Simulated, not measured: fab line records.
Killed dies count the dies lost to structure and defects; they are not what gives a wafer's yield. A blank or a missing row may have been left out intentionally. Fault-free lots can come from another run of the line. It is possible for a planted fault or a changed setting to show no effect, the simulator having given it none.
fab line records | flow n5_finfet
[record] lots = 4 | wafers = 12 | last_day = 17
route steps=1938 shown MOL_CONTACT_COAG@621 BEOL_M0_SAQP@632 BEOL_M0@743 BEOL_M4@1111 PASSIVATION@1936
lots that met no fault: from a run of the same line without faults
start_h: hours from the record's first day to the start of the lot's first wafer shown | wait_h: hours from the lot's prior step to this one | " repeats the value in the row above | L1.1+2: one row covering several wafers at once | - no value, or no start was given | * or withheld: withheld | < > ~ a bound
route shown NAME@n: a module of which the file shows steps, and the number in the route of the first | usual: average and standard deviation across the fault-free wafers | same: alike in all rows | chamber/n: place in a boat | sites: readings site by site | _std_site: how widely they spread, as a standard deviation | _edge_site: outer sites' mean less inner sites' | radius_mm: for every site, how far away it sits from the centre of the wafer | mask NAME#n: copy n | behind: the most recent tool/chamber to have shaped the wafer | hold: the reason the lot was held/the length of the hold in hours/how it ended | device: which transistor (n, p or np) failed to switch | end of line: the tests these same wafers got at the end of their route | step lacking rows: just its recipe | killed: at the first sort, the dies lost to defects and structure; wafer yield is something else | map: dies across one wafer; x = killed, . = not, _ = none there
set.NAME: setting as actually run; set.NAME@STEP: the setting as run at that earlier step | model.NAME: the simulator's own value behind a step, which no gauge read
lots seen at some steps along the route; tables by step, rows by wafer
services: a tool's chamber out of use, with start hour (start_h, from the record's first day; less than 0 if before it), hours out, and reason
[[steps]]
[step N5_MOL_CONTACT_COAG_SRD_139]
[recipe] dry = ipa_marangoni | time_s = 30 | temp_c = 23 | rinse_liquid = diw
[step N5_MOL_CONTACT_COAG_PRE_CLEAN_121]
[recipe] gas = H2/He | time_s = * | temp_c = withheld
[step N5_MOL_CONTACT_COAG_CVD_140]
[recipe] material = W | target_thk_a = 665 | mode = selective_fill | temp_c = 300 | time_s = 215
[step N5_MOL_CONTACT_COAG_PRECLEAN_127]
[recipe] chemistry = DIW | time_s = 57.5 | temp_c = 23
[step N5_MOL_CONTACT_COAG_SRD_128]
[recipe] dry_time_s = 32 | dry = n2_spin | spin_rpm = 1500
[step N5_MOL_CONTACT_COAG_CMP_52]
[recipe] stop_on = SiO2 | t_overpolish_s = 1.5 | post_cmp_clean = w_dilute_nh4oh | down_force_psi = 4 | platen_rpm = 50.289 | pad_velocity_m_s = 1.0006 | target_thk_nm = 66.5
[step N5_MOL_CONTACT_COAG_ANNEAL_112]
[recipe] temp_c = 400 | time_s = 1800 | ambient = HPD2 | pressure_atm = 10
[step N5_BEOL_M0_SAQP_PECVD_00]
[recipe] material = SiCN | target_thk_a = 80 | temp_c = withheld | precursor = 3MS/NH3 | pressure_torr = 3 | rf_w = 202 | time_s = 14
[step N5_BEOL_M0_SAQP_ILD_DEP_01]
[recipe] material = SiOC | target_thk_a = 454.19 | temp_c = 350 | precursor = DEMS/O2 | pressure_torr = 5 | rf_w = 500 | time_s = 8.7
[usual] heater_power_w = 454/110 | showerhead_plenum_p_Torr = 5.695/0.019 | throttle_valve_pct = 11.6/0.59
lot.wafer | tool     | chamber | start_h | wait_h | heater_power_w | showerhead_plenum_p_Torr | throttle_valve_pct | model.SiOC_of_BEOL_M0_SAQP_ILD_DEP_01.thk_nm
L430.1    | pecvd-02 | 0       | 125.48  | 0.0    | 385            | 5.722                    | 12.2               | 45.2
L430.4    | "        | 2       | "       | "      | 634            | 5.702                    | 10.4               | 45
L430.6    | "        | 1       | "       | "      | 407            | 5.698                    | 12.3               | 45.6
L435.3    | pecvd-02 | 0       | 157.19  | 0.0    | 404            | 5.726                    | 11.9               | 33
L435.4    | "        | 1       | "       | "      | 481            | 5.707                    | 12.2               | 33.6
L435.5    | "        | 0       | "       | "      | 399            | 5.714                    | 12.0               | 33.8
L436.1    | pecvd-02 | 0       | 160.17  | 0.0    | 374            | 5.722                    | 12.1               | 32.4
L436.3    | "        | 1       | "       | "      | 379            | 5.703                    | 12.3               | 32.4
L436.5    | "        | 1       | "       | "      | 383            | 5.699                    | 12.3               | 32.8
L450.4    | pecvd-04 | 1       | 245.46  | 0.0    | 581            | 5.689                    | 11.6               | 46.2
L450.5    | "        | 2       | "       | "      | 353            | 5.655                    | 11.6               | 45.8
L450.6    | "        | 0       | "       | "      | 312            | 5.708                    | 11.6               | 46
[step N5_BEOL_M0_SAQP_HM_DEP_02]
[recipe] material = TiN | target_thk_a = 120 | temp_c = 25 | chamber_pressure_pa = 0.49996
[step N5_BEOL_M0_SAQP_PECVD_03]
[recipe] material = SiCN | target_thk_a = 120 | temp_c = withheld | precursor = 3MS/NH3 | pressure_torr = 3 | rf_w = 202 | time_s = 21.1
[step N5_BEOL_M0_SAQP_PECVD_96]
[recipe] material = a-Si | target_thk_a = 450 | temp_c = 350 | precursor = SiH4/He | pressure_torr = 3 | rf_w = 100 | time_s = 45.2
[step N5_BEOL_M0_SAQP_PECVD_97]
[recipe] material = SiNx | target_thk_a = 230 | temp_c = 350 | precursor = SiH4/NH3/N2 | pressure_torr = 1.5 | rf_w = 300 | time_s = 19.9
[step N5_BEOL_M0_SAQP_PECVD_04]
[recipe] material = a-Si | target_thk_a = 600 | temp_c = 350 | precursor = SiH4/He | pressure_torr = 3 | rf_w = 100 | time_s = 60.2
[step N5_BEOL_M0_SAQP_HM_DEP_111]
[recipe] material = SiO2 | target_thk_a = 120 | temp_c = 400 | precursor = SiH4/N2O | pressure_torr = 0.75 | rf_w = 275 | time_s = 7.2
[step N5_BEOL_M0_SAQP_COAT_81]
[recipe] resist = SOC | temp_c = 250 | time_s = 60 | spin_rpm = 1500 | resist_thk_nm = 100
[step N5_BEOL_M0_SAQP_COAT_82]
[recipe] resist = SiARC | temp_c = 220 | time_s = 60 | spin_rpm = 1500 | resist_thk_nm = 30
[step N5_BEOL_M0_SAQP_COAT_08]
[recipe] resist = CAR-ArF | spin_rpm = 1500 | resist_thk_nm = 90
[step N5_BEOL_M0_SAQP_EBR_10]
[recipe] solvent = PGMEA | ebr_width_mm = 1.5
[step N5_BEOL_M0_SAQP_SOFTBAKE_09]
[recipe] temp_c = 110 | time_s = 60 | resist = CAR-ArF
[step N5_BEOL_M0_SAQP_EXPOSE_11]
[recipe] mask_id = M0_CORE | na = 1.35 | source_shape = dipole | sigma_inner = 0.538 | sigma_outer = 0.738 | polarization = te | target_cd_nm = 42 | dose_mj = 55
[step N5_BEOL_M0_SAQP_PEB_12]
[recipe] peb_temp_c = withheld | peb_time_s = 60 | resist = CAR-ArF
[step N5_BEOL_M0_SAQP_DEVELOP_13]
[recipe] develop_time_s = 30 | developer = TMAH | resist = CAR-ArF | dev_temp_c = 23 | rinse_liquid = diw | dry = air_spin
[step N5_BEOL_M0_SAQP_DESCUM_19]
[recipe] chemistry = O2 | time_s = 7.9 | source_power_w = 50 | bias_power_w = 20 | pressure_mtorr = 20 | rf_frequency_hz = 2.712e+07 | temp_c = 40 | resist = CAR-ArF | o2_flow_sccm = 225
[step N5_BEOL_M0_SAQP_ETCH_83]
[recipe] chemistry = CF4 | target = SiARC | target_depth_a = 390 | mask_material = CAR-ArF | time_s = 65 | ion_energy_ev = 80 | pressure_mtorr = 40 | source_w = 545 | bias_w = 36 | Ar_flow_sccm = 100 | cf4_flow_sccm = 100 | ends = cleared
[step N5_BEOL_M0_SAQP_ETCH_84]
[recipe] chemistry = N2/H2 | target = SOC | target_depth_a = 1000 | overetch_a = 200 | mask_material = SiARC | temp_c = 40 | time_s = 150 | ion_energy_ev = 200 | pressure_mtorr = 30 | source_w = 840 | bias_w = 150 | n2_flow_sccm = 200 | h2_flow_sccm = 200
[step N5_BEOL_M0_SAQP_STRIP_80]
[recipe] chemistry = N2/H2 | temp_c = 40 | n2_flow_sccm = 200 | h2_flow_sccm = 200 | rf_frequency_hz = 6e+07
[step N5_BEOL_M0_SAQP_HM_OPEN_112]
[recipe] chemistry = CHF3/O2 | target = SiO2 | stop_on = a-Si | target_depth_a = 120 | over_etch_frac = 1.25 | mask_material = SOC | time_s = 13.5 | pressure_mtorr = 30 | source_w = 650 | bias_w = 170 | Ar_flow_sccm = 200 | CHF3_flow_sccm = 50 | O2_flow_sccm = 5 | ion_energy_ev = 200 | ends = end_point
[step N5_BEOL_M0_SAQP_STRIP_113]
[recipe] chemistry = CHF3/O2 | resist = SiARC | rf_frequency_hz = 6e+07
[step N5_BEOL_M0_SAQP_MANDREL_ETCH_20]
[recipe] target_depth_a = 600 | chemistry = HBr/Cl2 | target = a-Si | stop_on = SiNx | bt_time_s = 10 | mask_material = SOC | over_etch_frac = 0.5 | time_s = 30 | pressure_mtorr = 10 | icp_w = 800 | bias_w = 75 | HBr_flow_sccm = 150 | Cl2_flow_sccm = 80 | ends = end_point
[step N5_BEOL_M0_SAQP_STRIP_86]
[recipe] chemistry = N2/H2 | power_w = 500 | temp_c = 40 | pressure_mtorr = 50 | rf_frequency_hz = 6e+07 | overash_fraction = 0.3 | bias_power_w = 28 | h2_frac = 0.5 | n2_flow_sccm = 300 | h2_flow_sccm = 300
[step N5_BEOL_M0_SAQP_STRIP_115]
[recipe] chemistry = post_etch_residue_remover | time_s = 60 | temp_c = 25 | remover_ph = withheld | remover_water_wt_pct = withheld | remover_fluoride_wt_pct = withheld
[step N5_BEOL_M0_SAQP_SRD_93]
[recipe] dry = ipa_marangoni | time_s = 30 | temp_c = 23 | rinse_liquid = diw
[step N5_BEOL_M0_SAQP_RECESS_114]
[recipe] chemistry = HF/NH3 | target = SiO2 | target_depth_a = 144 | afs_cycles = 3 | temp_c = 30 | sublimation_temp_c = 180 | sublimation_time_s = 60
[step N5_BEOL_M0_CMP_120]
[recipe] stop_on = SiOC | t_overpolish_s = 6.9 | down_force_psi = 1 | platen_rpm = 50 | clearing_platen_down_force_psi = 1.5 | clearing_platen_rpm = 50 | post_cmp_clean = cu_alkaline | clearing_platen_pad_velocity_m_s = 0.99484 | pad_velocity_m_s = 0.99484
[usual] barrier_field_endpoint_s = 3.69/0.14 | motor_current_A = 6.2/0.62 | overpolish_run_s = 6.900/0.0088 | time_to_endpoint_s = 64/3.4
lot.wafer | tool   | chamber | start_h | wait_h | barrier_field_endpoint_s | motor_current_A | overpolish_run_s | time_to_endpoint_s | model.SiOC_of_BEOL_M0_SAQP_ILD_DEP_01.thk_nm
L430.1    | cmp-04 | 1       | 136.41  | 0.3    | 3.83                     | 6.7             | 6.912            | 66                 | 39.2
L430.4    | "      | 2       | "       | "      | 3.79                     | 6.7             | 6.886            | 67                 | 39
L430.6    | "      | 0       | "       | "      | 3.60                     | 5.5             | 6.898            | 62                 | 39.6
L435.4    | cmp-02 | 3       | 168.72  | 0.1    | 3.59                     | 6.1             | 6.899            | 62                 | 27.6
L435.3    | "      | 1       | "       | "      | 3.80                     | 5.7             | 6.893            | 62                 | 27.2
L435.5    | "      | 3       | "       | "      | 3.60                     | 6.1             | 6.889            | 57                 | 27.8
L436.1    | cmp-04 | 2       | 169.72  | 0.3    | 3.81                     | 6.3             | 6.894            | 67                 | 26.2
L436.3    | "      | 3       | "       | "      | 3.86                     | 6.6             | 6.896            | 65                 | 26.2
L436.5    | "      | 2       | "       | "      | 3.91                     | 6.4             | 6.909            | 68                 | 26.8
L450.4    | cmp-04 | 0       | 257.04  | 0.2    | 3.54                     | 5.2             | 6.891            | 62                 | 40
L450.5    | "      | 3       | "       | "      | 3.43                     | 7.1             | 6.906            | 61                 | 39.6
L450.6    | "      | 0       | "       | "      | 3.36                     | 5.3             | 6.902            | 58                 | 40.2
[step N5_BEOL_M0_RS_MEAS_126]
[recipe] thk_meas_gauge = four-point-probe | reads = Co_of_BEOL_M0_CO_CAP_123+Cu_of_BEOL_M0_ECD_118+Co_of_BEOL_M0_CVD_115+TaN_of_BEOL_M0_ALD_136
[usual] M0_RS = 0.525/0.018
lot.wafer | tool          | chamber | start_h | wait_h | M0_RS[ohm/sq]
L430.1    | film_metro-01 | -       | 136.92  | 0.0    | 0.516
L430.4    | "             | -       | "       | "      | 0.493
L430.6    | "             | -       | "       | "      | 0.513
L435.3    | film_metro-01 | -       | 169.28  | 0.1    | 0.786
L435.4    | "             | -       | "       | "      | 0.796
L435.5    | "             | -       | "       | "      | 0.756
L436.1    | film_metro-02 | -       | 170.28  | 0.0    | 0.760
L436.3    | "             | -       | "       | "      | 0.770
L436.5    | "             | -       | "       | "      | 0.726
L450.4    | film_metro-02 | -       | 257.85  | 0.0    | 0.523
L450.5    | "             | -       | "       | "      | 0.496
L450.6    | "             | -       | "       | "      | 0.524
[step N5_BEOL_M4_RC_MEAS_101]
[usual] DIBL_N = 36.6/1.7 | DIBL_P = 36.7/2 | IOFF_N = 0.16/0.033 | IOFF_P = 0.22/0.04 | ION_N = 673/12 | ION_P = 463/7.9 | SS_N = 71.7/0.58 | SS_P = 73.3/0.64 | VT_N = 249/3.3 | VT_P = -249/3.1
lot.wafer | tool      | chamber | start_h | wait_h | DIBL_N[mV/V] | DIBL_P[mV/V] | IOFF_N[nA/um] | IOFF_P[nA/um] | ION_N[uA/um] | ION_P[uA/um] | SS_N[mV/dec] | SS_P[mV/dec] | VT_N[mV] | VT_P[mV]
L430.1    | prober-02 | 0       | 176.65  | 0.0    | 37.7         | 37.0         | 0.16          | 0.25          | 681          | 465          | 71.3         | 73.7         | 250      | -246
L430.4    | "         | 0       | "       | "      | 38.9         | 38.4         | 0.19          | 0.26          | 690          | 477          | 72.3         | 73.8         | 251      | -248
L430.6    | "         | 0       | "       | "      | 38.3         | 37.5         | 0.17          | 0.26          | 682          | 470          | 72.2         | 73.4         | 252      | -246
L435.3    | prober-02 | 0       | 212.37  | 0.3    | 34.0         | 33.0         | 0.11          | 0.14          | 641          | 437          | 70.4         | 72.8         | 254      | -259
L435.4    | "         | 0       | "       | "      | 36.7         | 36.2         | 0.16          | 0.18          | 681          | 458          | 71.6         | 73.5         | 251      | -255
L435.5    | "         | 0       | "       | "      | 35.9         | 34.8         | 0.14          | 0.16          | 672          | 453          | 71.0         | 72.5         | 254      | -253
L436.1    | prober-01 | 0       | 213.78  | 0.0    | 32.9         | 35.2         | 0.12          | 0.18          | 658          | 458          | 70.9         | 73.3         | 251      | -254
L436.3    | "         | 0       | "       | "      | 35.5         | 36.9         | 0.18          | 0.22          | 673          | 464          | 72.2         | 73.7         | 246      | -250
L436.5    | "         | 0       | "       | "      | 36.7         | 39.3         | 0.18          | 0.25          | 673          | 462          | 72.2         | 74.3         | 248      | -250
L450.4    | prober-01 | 0       | 308.57  | 0.5    | 34.3         | 33.2         | 0.13          | 0.20          | 661          | 471          | 70.8         | 72.2         | 248      | -245
L450.5    | "         | 0       | "       | "      | 34.4         | 34.2         | 0.13          | 0.22          | 670          | 465          | 70.8         | 72.7         | 252      | -247
L450.6    | "         | 0       | "       | "      | 37.5         | 37.0         | 0.17          | 0.26          | 668          | 467          | 72.1         | 73.1         | 251      | -244
[step N5_PASSIVATION_PROBE_49]
[usual] defect_limited_yield = 91.1/1.4 | killed_at_M0_to_M3 = 34/11 | killed_at_M4_up = 14/5.7 | killed_at_contacts = 14/6.9 | killed_at_front_end = 40/11 | killed_at_other = 4/3.1 | killed_dies = 105/17 | killed_open = 70/13 | killed_short = 34/7.6 | sort_bin_5_function = 5.3/0.95 | sort_bin_6_memory = 3.3/0.64 | sort_bin_8_speed = 0.00/0.029 | sort_n_pass = 1075/17 | sort_yield_pct = 91.1/1.4
[same] gross_dies = 1180 | killed_at_back_side = 0 | sort_bin_4_leakage[%] = 0
lot.wafer | tool      | chamber | start_h | wait_h | defect_limited_yield[%] | killed_at_M0_to_M3 | killed_at_M4_up | killed_at_contacts | killed_at_front_end | killed_at_other | killed_dies | killed_open | killed_short | sort_bin_5_function[%] | sort_bin_6_memory[%] | sort_bin_8_speed[%] | sort_n_pass | sort_yield_pct[%]
L430.1    | prober-01 | -       | 284.83  | 0.0    | 90.8                    | 33                 | 31              | 6                  | 35                  | 3               | 108         | 74          | 33           | 5.3                    | 3.6                  | 0                   | 1072        | 90.8
L430.4    | prober-01 | -       | 284.98  | 0.2    | 92.9                    | 31                 | 17              | 5                  | 29                  | 2               | 84          | 59          | 24           | 3.8                    | 3.3                  | 0                   | 1096        | 92.9
L430.6    | prober-01 | -       | 285.08  | 0.3    | 92.5                    | 29                 | 11              | 2                  | 44                  | 3               | 89          | 61          | 28           | 4.9                    | 2.5                  | 0                   | 1091        | 92.5
L435.3    | prober-02 | -       | 330.45  | 0.1    | 88.9                    | 27                 | 8               | 24                 | 67                  | 5               | 131         | 91          | 39           | 7.0                    | 3.5                  | 0.34                | 1045        | 88.6
L435.4    | prober-02 | -       | 330.50  | 0.2    | 91.1                    | 24                 | 13              | 14                 | 52                  | 2               | 105         | 68          | 37           | 5.3                    | 3.1                  | 0                   | 1075        | 91.1
L435.5    | prober-02 | -       | 330.55  | 0.2    | 91.9                    | 29                 | 13              | 11                 | 37                  | 6               | 96          | 56          | 38           | 5.0                    | 2.9                  | 0                   | 1084        | 91.9
L436.1    | prober-02 | -       | 331.57  | 0.0    | 91.2                    | 38                 | 11              | 23                 | 28                  | 4               | 104         | 79          | 25           | 5.6                    | 3.0                  | 0                   | 1076        | 91.2
L436.3    | prober-02 | -       | 331.67  | 0.1    | 89.9                    | 46                 | 12              | 21                 | 35                  | 5               | 119         | 78          | 41           | 7.0                    | 2.5                  | 0                   | 1061        | 89.9
L436.5    | prober-02 | -       | 331.77  | 0.2    | 91.7                    | 37                 | 19              | 16                 | 24                  | 2               | 98          | 73          | 24           | 5.1                    | 3.2                  | 0                   | 1082        | 91.7
L450.4    | prober-02 | -       | 411.10  | 0.2    | 91.4                    | 34                 | 21              | 10                 | 34                  | 2               | 101         | 59          | 40           | 5.5                    | 2.9                  | 0                   | 1079        | 91.4
L450.5    | prober-02 | -       | 411.15  | 0.2    | 90.8                    | 16                 | 18              | 29                 | 45                  | 0               | 108         | 78          | 28           | 5.4                    | 3.1                  | 0                   | 1072        | 90.8
L450.6    | prober-02 | -       | 411.20  | 0.3    | 91.1                    | 37                 | 17              | 13                 | 38                  | 0               | 105         | 69          | 36           | 5.5                    | 2.7                  | 0                   | 1075        | 91.1
// killed by level:class
L430.1 BEOL_M4:geometric_particle:open=19 BEOL_M3:geometric_particle:open=11 FIN_SAQP:geometric_particle:short=8 BEOL_M0_SAQP:geometric_particle:open=8 FIN_SAQP:geometric_particle:open=5 STI_FIN_REVEAL:geometric_particle:open=5 DUMMY_GATE:geometric_particle:open=5 MOL_CONTACT_COAG:geometric_particle:open=5
L430.4 BEOL_M4:geometric_particle:open=11 FIN_SAQP:geometric_particle:open=8 BEOL_M1:geometric_particle:open=7 DUMMY_GATE:geometric_particle:open=6 BEOL_M0_SAQP:geometric_particle:open=5 BEOL_M3:geometric_particle:open=5 BEOL_M0_SAQP:geometric_particle:short=4 STARTING-WAFER:geometric_particle:open=4
L430.6 BEOL_M3:geometric_particle:open=8 BEOL_M4:geometric_particle:open=8 DUMMY_GATE:geometric_particle:open=7 FIN_SAQP:geometric_particle:open=6 STI_FIN_REVEAL:geometric_particle:open=6 STARTING-WAFER:geometric_particle:open=6 BEOL_M1:geometric_particle:open=6 BEOL_M0_SAQP:geometric_particle:short=4
L435.3 STI_FIN_REVEAL:geometric_particle:open=22 MOL_CONTACT_COAG:geometric_particle:open=20 FIN_SAQP:geometric_particle:short=13 FIN_SAQP:geometric_particle:open=12 BEOL_M0_SAQP:geometric_particle:open=7 BEOL_M0_SAQP:geometric_particle:short=5 BEOL_M2:geometric_particle:open=5 BEOL_M3:geometric_particle:open=5
L435.4 MOL_CONTACT_COAG:geometric_particle:open=13 FIN_SAQP:geometric_particle:short=10 BEOL_M2:geometric_particle:open=8 STI_FIN_REVEAL:geometric_particle:open=7 BEOL_M0_SAQP:geometric_particle:open=7 STARTING-WAFER:geometric_particle:open=6 FIN_SAQP:geometric_particle:open=5 GATE_CUT:geometric_particle:short=4
L435.5 FIN_SAQP:geometric_particle:short=13 BEOL_M0_SAQP:geometric_particle:short=9 MOL_CONTACT_COAG:geometric_particle:open=8 FIN_SAQP:geometric_particle:open=7 STI_FIN_REVEAL:geometric_particle:open=7 BEOL_M0_SAQP:geometric_particle:open=5 BEOL_M2:geometric_particle:open=5 BEOL_M4:geometric_particle:open=5
L436.1 MOL_CONTACT_COAG:geometric_particle:open=20 BEOL_M2:geometric_particle:open=12 BEOL_M0_SAQP:geometric_particle:short=9 FIN_SAQP:geometric_particle:open=6 BEOL_M1:geometric_particle:open=6 STI_FIN_REVEAL:geometric_particle:open=5 BEOL_M0_SAQP:geometric_particle:open=5 STARTING-WAFER:geometric_particle:short=3
L436.3 MOL_CONTACT_COAG:geometric_particle:open=18 BEOL_M1:geometric_particle:open=16 FIN_SAQP:geometric_particle:short=7 BEOL_M0_SAQP:geometric_particle:short=7 BEOL_M2:geometric_particle:open=7 FIN_SAQP:geometric_particle:open=6 STI_FIN_REVEAL:geometric_particle:open=6 BEOL_M4:geometric_particle:open=5
L436.5 MOL_CONTACT_COAG:geometric_particle:open=14 BEOL_M4:geometric_particle:open=10 BEOL_M1:geometric_particle:open=9 BEOL_M2:geometric_particle:open=8 BEOL_M0_SAQP:geometric_particle:short=6 BEOL_M3:geometric_particle:open=5 STARTING-WAFER:geometric_particle:open=4 FIN_SAQP:geometric_particle:open=3
L450.4 FIN_SAQP:geometric_particle:open=10 FIN_SAQP:geometric_particle:short=10 MOL_CONTACT_COAG:geometric_particle:open=8 BEOL_M3:geometric_particle:open=7 BEOL_M4:geometric_particle:open=7 BEOL_M1:geometric_particle:short=6 BEOL_M3:geometric_particle:short=6 BEOL_M0_SAQP:geometric_particle:open=5
L450.5 MOL_CONTACT_COAG:geometric_particle:open=24 FIN_SAQP:geometric_particle:open=10 BEOL_M4:geometric_particle:open=10 FIN_SAQP:geometric_particle:short=10 STI_FIN_REVEAL:geometric_particle:open=10 MOL_CONTACT_COAG:geometric_particle:short=5 GATE_CUT:geometric_particle:open=4 BEOL_M0_SAQP:geometric_particle:open=3
L450.6 FIN_SAQP:geometric_particle:open=11 BEOL_M0_SAQP:geometric_particle:short=10 STI_FIN_REVEAL:geometric_particle:open=9 MOL_CONTACT_COAG:geometric_particle:open=9 FIN_SAQP:geometric_particle:short=8 BEOL_M3:geometric_particle:open=8 BEOL_M4:geometric_particle:open=7 BEOL_M1:geometric_particle:open=5
[[services]]
tool     | chamber | start_h | hours | kind
cmp-02   | -       | 104.15  | 4.2   | pm
pecvd-04 | 0       | 112.49  | 5.5   | scheduled_down
pecvd-02 | 0       | 128.09  | 4.4   | repair
cmp-04   | -       | 156.81  | 4.5   | pm
cmp-04   | -       | 179.59  | 0.5   | repair
cmp-02   | -       | 216.64  | 14.7  | repair
pecvd-04 | -       | 217.39  | 1.0   | repair
cmp-04   | -       | 218.55  | 3.3   | repair
pecvd-02 | 0       | 227.39  | 2.1   | scheduled_down
cmp-04   | -       | 229.50  | 0.2   | repair
cmp-04   | -       | 231.14  | 4.0   | pm
cmp-04   | -       | 235.14  | -     | consumable_replace:conditioner
cmp-04   | -       | 235.14  | -     | consumable_replace:pad
cmp-02   | -       | 248.48  | 4.0   | pm
cmp-02   | -       | 252.48  | -     | consumable_replace:conditioner
cmp-02   | -       | 252.48  | -     | consumable_replace:pad
[[key]]
[first_sign] step = N5_BEOL_M0_RS_MEAS_126 | reading = M0_RS | direction = up | sigmas = 14 | usual = 0.525 | struck = 0.765
effect none on later readings
[model_effect] step = N5_BEOL_M0_SAQP_ILD_DEP_01 | value = SiOC_of_BEOL_M0_SAQP_ILD_DEP_01.thk_nm | without = 45.3 | struck = 33
[model_effect] step = N5_BEOL_M0_CMP_120 | value = SiOC_of_BEOL_M0_SAQP_ILD_DEP_01.thk_nm | without = 39.27 | struck = 26.97
met_at N5_BEOL_M0_SAQP_ILD_DEP_01
struck_wafers L435.3,L435.4,L435.5,L436.1,L436.3,L436.5
onset_between 125.48 157.19
[fault] kind = process_parameter_drift | tool = pecvd-02 | chamber = - | onset_h = 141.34 | steps = N5_BEOL_M0_SAQP_ILD_DEP_01 | channel = time_s | offset = * | shape = step | end_h = 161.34 | acts_in = * | stated = *
